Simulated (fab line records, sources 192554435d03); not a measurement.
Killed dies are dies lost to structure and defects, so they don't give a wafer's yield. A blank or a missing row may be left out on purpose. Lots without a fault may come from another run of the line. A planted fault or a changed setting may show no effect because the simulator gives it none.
Split-lot experiment | flow n5_finfet | 7 lots, 21 wafers read, on a route of 1938 steps

THE SPLIT
At N5_BEOL_M7_DESCUM_33 (chemistry O2, time 7 s), the setting time_s was moved away from the recipe's 7 s on 4 of the 21 wafers read, by -15.1% to +12.7%. The other wafers ran this setting at the recipe's value.

FROM THE SPLIT TO THE READING: what the file shows between them, 1 step
- N5_BEOL_M7_ETCH_72: etches underlayer in N2/H2, target depth 6.5 nm, time 5.2 s

THE READING
CAR-EUV_of_BEOL_M7_COAT_22.thk_nm (the simulator's own value, which no gauge read), in nm, at N5_BEOL_M7_ETCH_65 (etches SiARC in CF4, target depth 15.6 nm, time 26 s). The file gives no usual value for it. The 17 wafers here that ran the recipe average 11.1 nm, standard deviation 0.1 nm.

wafer  | tool, chamber at the split | time_s as run, s | against the recipe | CAR-EUV_of_BEOL_M7_COAT_22.thk_nm, nm | against lot-mates on the recipe
L075.4 | rie_diel-02, 1             | 7.891            | +12.7%             | 10.6                                  | -0.4
L075.5 | rie_diel-02, 0,1           | 7                | recipe             | 11                                    | -
L075.6 | rie_diel-02, 0,1           | 7                | recipe             | 11                                    | -
L080.2 | rie_diel-05, 2,0,3         | 7                | recipe             | 11.2                                  | -
L080.4 | rie_diel-05, 2,0,3         | 7                | recipe             | 11.2                                  | -
L080.6 | rie_diel-05, 2,0,3         | 7                | recipe             | 11.2                                  | -
L087.1 | rie_diel-04, 1,2           | 7                | recipe             | 11                                    | -
L087.2 | rie_diel-04, 1,2           | 7                | recipe             | 11                                    | -
L087.5 | rie_diel-04, 2             | 5.943            | -15.1%             | 11.6                                  | +0.6
L091.1 | rie_diel-05, 3             | 7                | recipe             | 11.2                                  | -
L091.3 | rie_diel-05, 0             | 7.505            | +7.2%              | 11.2                                  | +0.0
L091.5 | rie_diel-05, 0             | 7.505            | +7.2%              | 11                                    | -0.2
L092.2 | rie_diel-05, 2,3,1         | 7                | recipe             | 11                                    | -
L092.3 | rie_diel-05, 2,3,1         | 7                | recipe             | 11                                    | -
L092.4 | rie_diel-05, 2,3,1         | 7                | recipe             | 11.2                                  | -
L096.1 | rie_diel-02, 2,0,1         | 7                | recipe             | 11.2                                  | -
L096.2 | rie_diel-02, 2,0,1         | 7                | recipe             | 11.2                                  | -
L096.5 | rie_diel-02, 2,0,1         | 7                | recipe             | 11.2                                  | -
L095.1 | rie_diel-04, 2,3,2         | 7                | recipe             | 11.2                                  | -
L095.4 | rie_diel-04, 2,3,2         | 7                | recipe             | 11                                    | -
L095.6 | rie_diel-04, 2,3,2         | 7                | recipe             | 11                                    | -
Where a row lists several chambers, the file gives one row for several wafers and doesn't say which wafer went through which chamber.

THE FIT
A straight line over all 21 wafers: CAR-EUV_of_BEOL_M7_COAT_22.thk_nm changes by -0.0287 nm for each +1% of time_s; r = -0.76; the points scatter about the line by 0.12 nm.
The same after taking each lot's own level away (the mean of its wafers on the recipe; 21 wafers): -0.032 nm for each +1%; r = -0.90; scatter 0.078 nm.
On that fit, the largest move of time_s shifts the reading by 0.48 nm.
The lots' own levels span 11.00 to 11.20 nm, that is 2.0 times the standard deviation above.
So the lot-to-lot level blurs the effect unless lot-mates are compared.
Check: with one of the wafers moved furthest among these (-15.1%) left out of the fit, the line predicts +0.381 nm for it against its lot-mates. It came out at +0.6 nm against them.

OTHER SPLITS ON THESE WAFERS
These wafers also went through other splits before the reading. Each is held against what the fit with the lots' levels taken away leaves over:
other split on the same wafers   | wafers away from the commonest value | r with CAR-EUV_of_BEOL_M7_COAT_22.thk_nm (lot level and that fit taken away)
N5_BEOL_M6_TRENCH_ETCH_37 time_s | 7                                    | -0.04

THE WHOLE CHAIN: every reading that the file lists as answering this split, in the file's order
step                 | what it does                                         | reading                                                                            | change (the file's fit)                | r (the file's)
N5_BEOL_M7_DESCUM_33 | chemistry O2, time 7 s                               | CAR-EUV_of_BEOL_M7_COAT_22.thk_nm (the simulator's own value, which no gauge read) | -0.0369 nm for each +1% of the setting | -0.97
N5_BEOL_M7_ETCH_65   | etches SiARC in CF4, target depth 15.6 nm, time 26 s | CAR-EUV_of_BEOL_M7_COAT_22.thk_nm (the simulator's own value, which no gauge read) | -0.0336 nm for each +1% of the setting | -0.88

THE FILE'S OWN FIT
CAR-EUV_of_BEOL_M7_COAT_22.thk_nm changes by -0.0336 nm for each +1% of time_s, r = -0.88.
